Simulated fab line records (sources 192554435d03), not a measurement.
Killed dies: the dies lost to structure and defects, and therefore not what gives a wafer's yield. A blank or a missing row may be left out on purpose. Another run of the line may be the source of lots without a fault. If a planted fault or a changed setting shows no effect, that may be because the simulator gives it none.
Split-lot experiment    flow n5 finfet    7 lots, 21 wafers read, on a route of 1938 steps

THE SPLIT ITSELF
At N5_PASSIVATION_SPUTTER_20 (material TaN, target thk 50 nm), the setting target thk a was moved away from the recipe's 500 angstrom on 7 of the 21 wafers read, by -10.6% to +11.2%. For the rest of the wafers, this setting stayed at what the recipe calls for.

The reading is taken at the split's own step.

THE READING
TaN_of_PASSIVATION_SPUTTER_20.thk nm (the simulator's own value, which no gauge read), in nm, at N5_PASSIVATION_SPUTTER_20 (material TaN, target thk 50 nm). There is no usual value for it anywhere in the file. The 14 wafers here that ran the recipe average 49.9 nm, standard deviation 0.55 nm.

wafer   tool, chamber at the split  target thk a as run, angstrom  against the recipe  TaN_of_PASSIVATION_SPUTTER_20.thk nm, nm  against lot-mates on the recipe
L076.3  pvd sputter-03, -           555.9                          +11.2%              55.6                                      +7.0
L076.4  pvd sputter-03, -           555.9                          +11.2%              54.6                                      +6.0
L076.5  pvd sputter-03, -           500                            recipe              48.6                                      -
L079.1  pvd sputter-01, -           500                            recipe              50                                        -
L079.5  pvd sputter-01, -           500                            recipe              49.8                                      -
L079.6  pvd sputter-01, -           500                            recipe              50.4                                      -
L086.1  pvd sputter-02, -           500                            recipe              49.4                                      -
L086.4  pvd sputter-02, -           500                            recipe              50.4                                      -
L086.6  pvd sputter-02, -           500                            recipe              49.8                                      -
L087.4  pvd sputter-01, -           500                            recipe              50                                        -
L087.5  pvd sputter-01, -           549.8                          +10.0%              55.6                                      +5.6
L087.6  pvd sputter-01, -           549.8                          +10.0%              56                                        +6.0
L088.1  pvd sputter-01, -           500                            recipe              50.8                                      -
L088.5  pvd sputter-01, -           500                            recipe              50.6                                      -
L088.6  pvd sputter-01, -           522.6                          +4.5%               53.6                                      +2.9
L096.1  pvd sputter-01, -           446.9                          -10.6%              45.6                                      -3.8
L096.2  pvd sputter-01, -           446.9                          -10.6%              44.8                                      -4.6
L096.6  pvd sputter-01, -           500                            recipe              49.4                                      -
L097.1  pvd sputter-02, -           500                            recipe              49.6                                      -
L097.6  pvd sputter-02, -           500                            recipe              49.6                                      -
L097.3  pvd sputter-02, -           500                            recipe              50                                        -

THE FIT
A straight line over all 21 wafers: TaN_of_PASSIVATION_SPUTTER_20.thk nm changes by +0.498 nm for each +1% of target thk a; r = +0.97; the points scatter about the line by 0.7 nm.
The same after taking each lot's own level away (the mean of its wafers on the recipe; 21 wafers): +0.513 nm for each +1%; r = +0.98; scatter 0.54 nm.
That fit puts the effect of the largest move of target thk a on the reading at 5.7 nm.
Across the lots, their own levels run from 48.60 to 50.70 nm, a range of 3.8 times the standard deviation given above.
So the lot-to-lot level changes the slope little: the two slopes agree.
Check: +5.77 nm against its lot-mates is what the line predicts for one of the wafers moved furthest among these (+11.2%) when that wafer is left out of the fit. Against them it came out at +7 nm.

THESE WAFERS: OTHER SPLITS
Note: prior to the reading, these wafers also went through further splits. Each is held against what the fit with the lots' levels taken away leaves over:
other split on the same wafers  wafers away from the commonest value  r with TaN_of_PASSIVATION_SPUTTER_20.thk nm (lot level and that fit taken away)
N5_BEOL_M14_PEB_26 peb temp c   10                                    +0.21
N5_BEOL_M14_DESCUM_33 time s    8                                     -0.11
N5_BEOL_M15_PEB_26 peb time s   8                                     -0.09
N5_BEOL_M15_ETCH_61 bias w      8                                     -0.13

FILE'S OWN FIT
TaN_of_PASSIVATION_SPUTTER_20.thk nm changes by +0.526 nm for each +1% of target thk a, r = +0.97.
